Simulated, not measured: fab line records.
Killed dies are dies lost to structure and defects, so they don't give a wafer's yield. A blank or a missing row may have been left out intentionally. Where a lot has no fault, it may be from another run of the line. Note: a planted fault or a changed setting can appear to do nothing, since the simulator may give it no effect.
A lot that was struck, set against a sound lot | flow nandHarc | 15 out of 1302 route steps
Sound: these wafers, L273.3, L273.4, L273.6. Struck: wafer L287.1. (L287.3 of the same lot was not struck and is left out.) The cause comes at the end.
Per side, at each step with rows, come the tool, then ch with its chambers, and then its first start. Under that, the readings that differ: sound wafers | struck wafers | difference of the means | sigmas: that difference in standard deviations of wafers without a fault.
alike: a reading whose means differ by less than 2 such deviations, as well as words and numbers matching on both sides. not compared: withheld readings; readings where some wafer has no value; bounds like >300 that might hide an equal value; numbers whose values overlap and for which the record gives no deviation.
Wherever a step has rows on one side only, a row that says differs or no value, or a row with sigmas, the two part there. Numbers that don't overlap but have no deviation are shown without sigmas and don't part them. A reading that every wafer of one side lacks parts them only if that side has two wafers or more.

NHARC_A_DECK1_JOINT_ETCHBACK_00: etches the open film in HBr, target depth 30 nm, time 17.4 s.
  sound on rieSi-05 ch 0,1,3, day 13 11:14; struck on rieSi-03 ch 2, day 19 11:53
  alike: drypumpMotorCurrentA, oesProductAu, rfFwdPowerW, throttleValvePct
  not compared: rfHoursCounterH
then, 8 steps without rows for these wafers: NHARC_A_DECK1_JOINT_PRECLEAN_30 (cleans in SC1); NHARC_A_DECK1_JOINT_SRD_31; NHARC_A_DECK1_JOINT_CVD_34 (deposits SiNx, target thk 20 nm); NHARC_A_DECK1_JOINT_DEP_06 (deposits SiOx, target thk 80 nm); NHARC_A_DECK1_JOINT_CURE_26 (time 32 s); NHARC_A_DECK1_JOINT_ANNEAL_27 (time 3600 s); NHARC_A_DECK1_JOINT_ANNEAL_28 (time 1800 s); NHARC_A_DECK1_JOINT_ANNEAL_29 (time 1800 s).
NHARC_A_DECK1_JOINT_CMP_02: polishes SiOx.
  sound on cmp-04 ch 0,1,2, day 14 09:42; struck on cmp-02 ch 2, day 20 10:00
  alike: motorCurrentA
  not compared: padLifeWafers
next, for these wafers, 1 step has no rows: NHARC_A_DECK1_JOINT_SRD_15.
NHARC_A_DECK1_JOINT_DEP_16: deposits SiO2, target thk 45 nm.
  sound on pecvd-03 ch 1,2, day 14 10:04; struck on pecvd-03 ch 0, day 20 10:22
reading         | sound             | struck | difference | sigmas
rfFwdPowerW (W) | 894.6 898.4 891.1 | 888.7  | -6.0       | -2
  alike: heaterPowerW, throttleValvePct
  not compared: sinceWetCleanH
NHARC_A_DECK1_JOINT_THK_MEAS_17: measures by ellipsometry.
  sound: filmMetro-02 at day 14 10:20; struck: filmMetro-01 at day 20 10:38
reading    | sound          | struck | difference | sigmas
thkNm (nm) | 46.0 43.7 44.3 | 52.7   | +8.0       | +7
NHARC_A_DECK1_JOINT_INSPECT_05:
  sound: defectInspect-01 at day 14 10:23; struck: defectInspect-02 at day 20 10:40
  alike: rawDefectCount
-- record jumps: 12 days between struck wafers' starts before vs after; left off in module A_DECK1_JOINT, resumes in module END, first step shown is number 1302 of the route --
NHARC_END_SORT_01:
  sound on prober-02 ch 0, day 26 09:38; struck on prober-01 ch 0, day 32 17:25
  alike: killedAtArray, killedAtOther, killedAtPeriphery, killedDies, killedOpen, killedShort

WHERE THEY PART
At NHARC_A_DECK1_JOINT_DEP_16 first; at NHARC_A_DECK1_JOINT_THK_MEAS_17 last (within this record only). Later steps at which nothing parts them and some readings are alike: NHARC_A_DECK1_JOINT_INSPECT_05, NHARC_END_SORT_01.

WHY: whatever the simulator had introduced
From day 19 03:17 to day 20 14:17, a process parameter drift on pecvd-03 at NHARC_A_DECK1_JOINT_DEP_16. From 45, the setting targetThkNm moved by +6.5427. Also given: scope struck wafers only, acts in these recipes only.
